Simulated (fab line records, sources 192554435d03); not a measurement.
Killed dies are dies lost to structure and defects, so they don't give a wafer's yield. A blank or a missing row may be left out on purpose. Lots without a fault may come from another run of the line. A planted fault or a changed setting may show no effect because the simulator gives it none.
Problem report in the 8D (eight disciplines) form, filled by code | flow n5_finfet | the parts of the form that need people (team, actions taken, sign-off) are left out

1. THE PROBLEM
SDB_OVL at N5_SDB_OVL_MEAS_12 reads a mean of 9.9 nm on 6 wafers of 2 lots; wafers without a fault read 0.7 nm with a standard deviation of 0.78. That is +12 standard deviations from the usual mean.
First seen on wafer L903.1, day 7 05:41, on overlay-02. The record holds 36 wafers of 12 lots with a number at this step. Rule for "out", or "out of limits": more than 4 standard deviations from the usual mean. The other wafers with a number count as sound.

2. WHAT IT IS AND WHAT IT IS NOT
question                    | is                     | is not
which readings at this step | SDB_OVL                | -
which lots                  | L903, L904             | L889, L891, L893, L894, L897, L898, L905, L907, L909, L912
which wafers of those lots  | all that have a number | -
read on which gauges        | overlay-02             | overlay-01
when                        | from day 7 05:41       | up to then (18 sound wafers); but 12 sound wafers of L905, L907, L909, L912 came after

3. SUSPECTS, AND WHAT RULES EACH OUT
Counting: a tool at a process step up to the reading stays a suspect if it ran every lot that is out and no sound lot after the first of them.
- the gauge at N5_SDB_OVL_MEAS_12: ruled out. All the wafers that are out were read on overlay-02, but those of them that N5_PASSIVATION_PROBE_49 has rows for are out there too, on other tools.
- ald_sin-04 at N5_ILD0_ALD_15 (deposits SiNx, target thk 24 nm, pulse time 1 s, ald cycles 480): ruled out as a lasting fault. Sound lots L905 ran on it after its first lot that is out, L903 (day 7 02:46).
- arfi_scanner-01 at N5_SDB_EXPOSE_08 (exposes mask SDB): kept. It ran every lot that is out, first L903 (day 7 05:31), and no sound lot after that; its last sound lot up to then is L897 (day 5 18:28).
Left after counting: arfi_scanner-01 at N5_SDB_EXPOSE_08.

4. THE CAUSE (what the simulator had put in)
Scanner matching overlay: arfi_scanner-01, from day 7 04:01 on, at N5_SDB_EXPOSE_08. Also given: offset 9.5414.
Counting left only this tool.

5. THE CHAIN OF EFFECTS, in route order
Each row: a reading whose mean over the struck wafers that have a number lies more than 3 standard deviations from the usual. Only readings for which the record gives a usual standard deviation are gone through. hours: the time from each lot's start at the first step in this table that gives one to its start at this step, as a median over the lots. sigmas: the change in usual standard deviations.
hours | step                    | reading             | usual  | on struck wafers | change | sigmas
0     | N5_SDB_OVL_MEAS_12      | SDB_OVL             | 0.7 nm | 9.9              | +9.2   | +12
267   | N5_PASSIVATION_PROBE_49 | killed_at_front_end | 41     | 1098             | +1058  | +99 or more
267   | N5_PASSIVATION_PROBE_49 | killed_dies         | 107    | 1171             | +1064  | +66
267   | N5_PASSIVATION_PROBE_49 | killed_on_rim       | 14     | 151              | +137   | +34
The process steps in it:
- N5_PASSIVATION_PROBE_49

6. WHAT WOULD HAVE CAUGHT IT SOONER
In this record the first reading out of limits at a measuring or inspecting step was taken at day 7 05:41, 2 hours after the fault began at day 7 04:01.
Of the lots that are out (2), L904 began N5_SDB_EXPOSE_08 on arfi_scanner-01 after day 7 05:41. A hold on the tool at that time would have spared it.
